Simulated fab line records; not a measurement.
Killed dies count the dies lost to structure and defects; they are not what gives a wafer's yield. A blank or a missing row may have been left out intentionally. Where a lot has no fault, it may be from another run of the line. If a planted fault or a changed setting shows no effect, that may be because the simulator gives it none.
Which tool is to blame? | flow nand harc | 24 lots, 72 wafers sampled, at 5 steps of a route of 1302

== WHAT EACH GAUGE READ, for each wafer ==
NHARC_A_SOURCE_PLATE_INSPECT_08.
lot  | measured     | on                | raw defect count
L074 | day 8 03:22  | defect inspect-02 | 53 129 43
L076 | day 8 08:02  | defect inspect-01 | 73 57 77
L075 | day 8 08:03  | defect inspect-02 | 75 56 48
L077 | day 9 08:12  | defect inspect-02 | 101 50 55
L078 | day 9 08:13  | defect inspect-02 | 61 60 29
L080 | day 10 03:33 | defect inspect-01 | 92 58 65
L079 | day 10 03:33 | defect inspect-01 | 83 58 72
L081 | day 10 19:26 | defect inspect-01 | 73 82 66
L082 | day 11 00:02 | defect inspect-01 | 78 77 61
L083 | day 11 06:57 | defect inspect-01 | 108 89 119
L084 | day 12 02:21 | defect inspect-02 | 32 31 60
L085 | day 12 05:53 | defect inspect-01 | 67 72 35
L086 | day 12 09:16 | defect inspect-01 | 112 90 61
L087 | day 13 06:12 | defect inspect-02 | 37 43 59
L089 | day 13 22:22 | defect inspect-02 | 37 73 69
L088 | day 13 22:22 | defect inspect-01 | 92 55 74
L090 | day 14 10:34 | defect inspect-01 | 62 73 61
L091 | day 14 17:13 | defect inspect-02 | 60 98 55
L092 | day 15 03:10 | defect inspect-02 | 53 70 77
L093 | day 15 18:55 | defect inspect-01 | 57 47 78
L094 | day 15 23:40 | defect inspect-01 | 67 56 109
L095 | day 16 05:37 | defect inspect-02 | 69 46 64
L096 | day 17 04:03 | defect inspect-01 | 64 61 90
L097 | day 18 00:10 | defect inspect-01 | 68 40 54

NHARC_A_ONON_D1_THK_MEAS_14: measures by ellipsometry.
lot  | measured     | on            | thk nm (nm)
L074 | day 8 06:13  | film metro-02 | 1000 1000 1001
L076 | day 8 10:52  | film metro-02 | 1028 1028 1027
L075 | day 8 10:53  | film metro-02 | 988 988 988
L077 | day 9 11:01  | film metro-02 | 1011 1013 1013
L078 | day 9 11:03  | film metro-01 | 1001 1002 1001
L080 | day 10 06:25 | film metro-01 | 1001 999 1002
L079 | day 10 06:23 | film metro-02 | 987 986 986
L081 | day 10 22:16 | film metro-01 | 1012 1009 1009
L082 | day 11 02:53 | film metro-02 | 1001 1001 1000
L083 | day 11 09:47 | film metro-02 | 997 997 997
L084 | day 12 05:14 | film metro-02 | 985 985 986
L085 | day 12 08:43 | film metro-01 | 1015 1014 1014
L086 | day 12 12:07 | film metro-02 | 1001 1000 999
L087 | day 13 09:03 | film metro-01 | 997 997 998
L089 | day 14 01:13 | film metro-01 | 999 999 998
L088 | day 14 01:12 | film metro-02 | 1005 1005 1004
L090 | day 14 13:25 | film metro-02 | 1012 1011 1012
L091 | day 14 20:03 | film metro-01 | 1000 1001 1003
L092 | day 15 06:01 | film metro-01 | 992 994 994
L093 | day 15 21:45 | film metro-02 | 1013 1013 1012
L094 | day 16 02:30 | film metro-02 | 1004 1005 1004
L095 | day 16 08:28 | film metro-02 | 998 997 999
L096 | day 17 06:53 | film metro-01 | 986 987 987
L097 | day 18 03:01 | film metro-02 | 998 994 996

NHARC_A_ONON_D1_THK_MEAS_30: measures by ellipsometry.
lot  | measured     | on            | thk nm (nm)
L074 | day 8 16:16  | film metro-01 | 994 994 995
L076 | day 8 21:14  | film metro-01 | 1012 1011 1010
L075 | day 8 20:56  | film metro-02 | 998 999 1000
L077 | day 10 15:19 | film metro-01 | 1004 1002 1002
L078 | day 10 15:19 | film metro-02 | 996 996 994
L080 | day 10 15:40 | film metro-01 | 1011 1008 1011
L079 | day 10 15:26 | film metro-01 | 1008 1008 1007
L081 | day 11 08:17 | film metro-01 | 1004 1003 1005
L082 | day 11 12:49 | film metro-01 | 1003 1001 1003
L083 | day 11 23:35 | film metro-01 | 1004 1005 1004
L084 | day 12 15:32 | film metro-02 | 996 996 997
L085 | day 12 15:42 | film metro-02 | 1008 1009 1010
L086 | day 12 22:13 | film metro-01 | 1001 999 999
L087 | day 13 22:40 | film metro-01 | 987 985 985
L089 | day 14 11:16 | film metro-01 | 1002 1002 999
L088 | day 14 11:30 | film metro-02 | 992 994 995
L090 | day 15 03:41 | film metro-02 | 1010 1011 1008
L091 | day 15 03:41 | film metro-01 | 988 990 989
L092 | day 15 16:06 | film metro-02 | 993 994 992
L093 | day 16 07:51 | film metro-02 | 1014 1015 1014
L094 | day 16 12:42 | film metro-01 | 1006 1006 1006
L095 | day 16 18:33 | film metro-01 | 995 995 995
L096 | day 17 17:02 | film metro-02 | 1008 1008 1008
L097 | day 18 13:05 | film metro-01 | 990 991 988

NHARC_A_CHANNEL_HOLE_D1_OVL_MEAS_11.
lot  | measured     | on         | overlay x nm (nm) | overlay y nm (nm)
L074 | day 8 19:29  | overlay-01 | 0.0 0.2 -0.6      | 0.8 0.4 0.6
L076 | day 9 04:18  | overlay-01 | 0.7 0.3 1.1       | -0.1 0.2 0.4
L075 | day 9 02:11  | overlay-02 | -0.3 -0.2 -0.1    | 0.4 0.0 -0.1
L077 | day 10 19:14 | overlay-02 | -0.1 0.1 -0.2     | -0.9 -0.8 -0.6
L078 | day 10 19:22 | overlay-01 | -0.7 -0.9 -1.0    | -0.5 -0.8 -0.8
L080 | day 10 21:20 | overlay-01 | -0.4 0.2 -0.3     | 0.4 0.3 0.8
L079 | day 10 21:10 | overlay-02 | -0.5 -1.0 -1.1    | 1.7 1.5 1.8
L081 | day 11 13:51 | overlay-02 | -0.3 1.0 0.9      | -0.7 -1.0 -0.2
L082 | day 11 21:36 | overlay-01 | 0.3 0.5 0.3       | 0.6 0.3 0.3
L083 | day 12 04:05 | overlay-02 | 1.0 0.6 0.6       | -0.8 -0.7 -0.5
L084 | day 12 21:13 | overlay-01 | -0.4 -0.2 -0.3    | -1.1 -0.5 -0.1
L085 | day 12 21:24 | overlay-02 | 1.0 0.7 0.7       | 0.9 0.7 0.4
L086 | day 13 01:39 | overlay-02 | 0.6 0.8 0.5       | 1.2 1.6 0.8
L087 | day 14 02:04 | overlay-02 | -0.5 -0.3 -0.4    | -0.2 -0.1 -0.3
L089 | day 14 14:44 | overlay-02 | 0.1 0.0 -0.4      | 0.3 0.4 0.1
L088 | day 14 15:59 | overlay-02 | 0.7 0.6 0.1       | 0.5 0.8 1.0
L090 | day 15 07:38 | overlay-02 | -0.9 -1.6 -0.4    | 0.4 0.8 0.6
L091 | day 15 07:29 | overlay-01 | -0.9 -0.9 -0.8    | 0.4 1.0 1.0
L092 | day 15 19:34 | overlay-01 | -0.3 -0.3 -0.2    | -0.4 -0.6 -0.9
L093 | day 16 16:44 | overlay-01 | -0.9 -1.4 -0.9    | -1.5 -1.5 -1.6
L094 | day 16 20:31 | overlay-01 | -1.5 -0.9 -0.8    | 0.6 0.5 0.5
L095 | day 17 06:46 | overlay-01 | 0.0 -0.8 -1.0     | -1.7 -1.5 -1.6
L096 | day 17 20:24 | overlay-01 | -0.8 -0.8 -0.7    | 0.1 0.3 0.4
L097 | day 18 16:33 | overlay-01 | 0.2 0.0 -0.1      | -1.3 -0.8 -0.9

== TOOL THAT RAN EACH LOT (tool first, then ch and the chambers of the sampled wafers, then the start) ==
lot  | NHARC_A_CHANNEL_HOLE_D1_DEP_00
L074 | acl dep-02 ch 0, day 8 17:11
L076 | acl dep-02 ch 0, day 9 01:41
L075 | acl dep-03 ch 0, day 8 23:28
L077 | acl dep-02 ch 0, day 10 16:58
L078 | acl dep-03 ch 0, day 10 16:40
L080 | acl dep-02 ch 0, day 10 18:32
L079 | acl dep-01 ch 0, day 10 18:25
L081 | acl dep-03 ch 0, day 11 11:53
L082 | acl dep-02 ch 0, day 11 18:58
L083 | acl dep-03 ch 0, day 12 01:41
L084 | acl dep-02 ch 0, day 12 18:29
L085 | acl dep-01 ch 0, day 12 18:33
L086 | acl dep-01 ch 0, day 12 22:52
L087 | acl dep-02 ch 0, day 13 23:25
L089 | acl dep-01 ch 0, day 14 11:59
L088 | acl dep-02 ch 0, day 14 14:20
L090 | acl dep-02 ch 0, day 15 04:46
L091 | acl dep-01 ch 0, day 15 04:38
L092 | acl dep-03 ch 0, day 15 17:09
L093 | acl dep-03 ch 0, day 16 15:04
L094 | acl dep-03 ch 0, day 16 18:10
L095 | acl dep-03 ch 0, day 17 04:09
L096 | acl dep-02 ch 0, day 17 17:39
L097 | acl dep-01 ch 0, day 18 14:28
- NHARC_A_CHANNEL_HOLE_D1_DEP_00: deposits aC, target thk 3100 nm.

== WHAT THE TOOLS THEMSELVES READ (means of the sampled wafers that have a number; where no wafer has one, the mark that the record gives instead) ==
NHARC_A_CHANNEL_HOLE_D1_DEP_00.
lot  | tool       | throttle valve pct (%)
L074 | acl dep-02 | 35.006
L076 | acl dep-02 | 34.998
L075 | acl dep-03 | 35.003
L077 | acl dep-02 | 35.004
L078 | acl dep-03 | 35.002
L080 | acl dep-02 | 34.999
L079 | acl dep-01 | 34.994
L081 | acl dep-03 | 35.000
L082 | acl dep-02 | 34.999
L083 | acl dep-03 | 35.006
L084 | acl dep-02 | 35.006
L085 | acl dep-01 | 34.999
L086 | acl dep-01 | 35.000
L087 | acl dep-02 | 34.999
L089 | acl dep-01 | 34.996
L088 | acl dep-02 | 35.004
L090 | acl dep-02 | 35.001
L091 | acl dep-01 | 35.005
L092 | acl dep-03 | 34.993
L093 | acl dep-03 | 34.988
L094 | acl dep-03 | 35.001
L095 | acl dep-03 | 35.001
L096 | acl dep-02 | 34.994
L097 | acl dep-01 | 35.001

== THE ANSWER, worked out from the rows above alone ==
Rule: the lots themselves supply what counts as usual. Put in order of their means at a reading, lots are off if they are a third of the lots or fewer, leave a main group of 4 or more, and stand apart from it by a gap of 3 or more times the standard deviation of the main group's means; of several such gaps the widest counts. A main group whose means are all the same, to the digits that the tables above print for the reading, isn't used. Also off: a lot with no number at a reading for which 4 or more lots have one. Any other lot the step has rows for is counted as sound. The gauges are gone through in route order, then the tools' own readings, and for those a lot's mean is taken as printed above. At the first step where some lot is off, the reading lying furthest off is the one used; lots without a number count as furthest.
No lot is off at any reading shown: from this, nothing can be told.

== WHAT WAS PUT IN BY THE SIMULATOR ==
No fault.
